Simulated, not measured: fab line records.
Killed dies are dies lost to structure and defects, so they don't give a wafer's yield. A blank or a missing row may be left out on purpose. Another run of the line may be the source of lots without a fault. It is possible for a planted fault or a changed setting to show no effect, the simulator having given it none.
Split-lot experiment -- flow n5-finfet -- 7 lots, 39 wafers read, on a route of 1938 steps

THE SPLIT
At N5_BEOL_M9_ETCH_66 (etches SOC in N2/H2, target depth 80 nm, overetch 16 nm, time 120 s), the setting time-s was moved away from the recipe's 120 s on 15 of the 39 wafers read, by -44.5% to +57.2%. The other wafers ran this setting at the recipe's value.

The reading is taken at the split's own step.

THE READING
SiARC_of_BEOL_M9_COAT_64.thk-nm (the simulator's own value, which no gauge read), in nm, at N5_BEOL_M9_ETCH_66 (etches SOC in N2/H2, target depth 80 nm, overetch 16 nm, time 120 s). The file gives no usual value for it. Across the 24 wafers here that went through the recipe, the average is 6.4 nm and the standard deviation 0.18 nm.

wafer,"tool, chamber at the split","time-s as run, s",against the recipe,"SiARC_of_BEOL_M9_COAT_64.thk-nm, nm",against lot-mates on the recipe
L074.1,"rie-diel-03, 3,2",120,recipe,6.6,-
L074.3,"rie-diel-03, 3,2",120,recipe,6.6,-
L074.2,"rie-diel-03, 1,2,1",188.7,+57.2%,3.6,-3.1
L074.5,"rie-diel-03, 1,2,1",188.7,+57.2%,3.6,-3.1
L074.6,"rie-diel-03, 1,2,1",188.7,+57.2%,3.6,-3.1
L074.4,"rie-diel-03, 0",120,recipe,6.8,-
L075.1,"rie-diel-04, 0",74.48,-37.9%,8.6,+2.2
L075.2,"rie-diel-04, 1,0,1",120,recipe,6.4,-
L075.5,"rie-diel-04, 1,0,1",120,recipe,6.4,-
L075.6,"rie-diel-04, 1,0,1",120,recipe,6.4,-
L075.3,"rie-diel-04, 3,2",74.48,-37.9%,8.4,+2.0
L075.4,"rie-diel-04, 3,2",74.48,-37.9%,8.4,+2.0
L078.1,"rie-diel-02, 1,0,3",120,recipe,6.4,-
L078.3,"rie-diel-02, 1,0,3",120,recipe,6.4,-
L078.4,"rie-diel-02, 1,0,3",120,recipe,6.4,-
L078.2,"rie-diel-02, 2,2,1",75.27,-37.3%,8.4,+2.0
L078.5,"rie-diel-02, 2,2,1",75.27,-37.3%,8.4,+2.0
L078.6,"rie-diel-02, 2,2,1",75.27,-37.3%,8.4,+2.0
L083.1,"rie-diel-04, 2,0",170.9,+42.4%,4,-2.2
L083.4,"rie-diel-04, 2,0",170.9,+42.4%,4,-2.2
L083.2,"rie-diel-04, 1",120,recipe,6.4,-
L083.3,"rie-diel-04, 3",170.9,+42.4%,3.6,-2.6
L083.5,"rie-diel-04, 2",120,recipe,6.2,-
L083.6,"rie-diel-04, 3",120,recipe,6,-
L089.2,"rie-diel-04, 3",120,recipe,6.2,-
L089.4,"rie-diel-04, 0",120,recipe,6.4,-
L089.5,"rie-diel-04, 0",120,recipe,6.4,-
L088.1,"rie-diel-02, 1,3,0,2,0,1",120,recipe,6.4,-
L088.2,"rie-diel-02, 1,3,0,2,0,1",120,recipe,6.4,-
L088.3,"rie-diel-02, 1,3,0,2,0,1",120,recipe,6.4,-
L088.4,"rie-diel-02, 1,3,0,2,0,1",120,recipe,6.4,-
L088.5,"rie-diel-02, 1,3,0,2,0,1",120,recipe,6.4,-
L088.6,"rie-diel-02, 1,3,0,2,0,1",120,recipe,6.4,-
L093.1,"rie-diel-03, 1,2",120,recipe,6.8,-
L093.3,"rie-diel-03, 1,2",120,recipe,6.8,-
L093.2,"rie-diel-03, 3",120,recipe,6.6,-
L093.4,"rie-diel-03, 0,2,3",66.55,-44.5%,9,+2.3
L093.5,"rie-diel-03, 0,2,3",66.55,-44.5%,9,+2.3
L093.6,"rie-diel-03, 0,2,3",66.55,-44.5%,9,+2.3
Where a row lists several chambers, the file gives one row for several wafers and doesn't say which wafer went through which chamber.

FIT RESULTS
A straight line over all 39 wafers: SiARC_of_BEOL_M9_COAT_64.thk-nm changes by -0.0542 nm for each +1% of time-s; r = -0.99; the points scatter about the line by 0.2 nm.
The same after taking each lot's own level away (the mean of its wafers on the recipe; 39 wafers): -0.0535 nm for each +1%; r = -1.00; scatter 0.097 nm.
The reading moves by 3.1 nm for the largest change in time-s, on that fit.
Across the lots, their own levels run from 6.20 to 6.73 nm, a range of 2.9 times the standard deviation given above.
So the lot-to-lot level changes the slope little: the two slopes agree.
Check: -3.07 nm against its lot-mates is what the line predicts for one of the wafers moved furthest among these (+57.2%) when that wafer is left out of the fit. Against them it came out at -3.07 nm.

THE FILE'S OWN FIT
SiARC_of_BEOL_M9_COAT_64.thk-nm changes by -0.0534 nm for each +1% of time-s, r = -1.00.
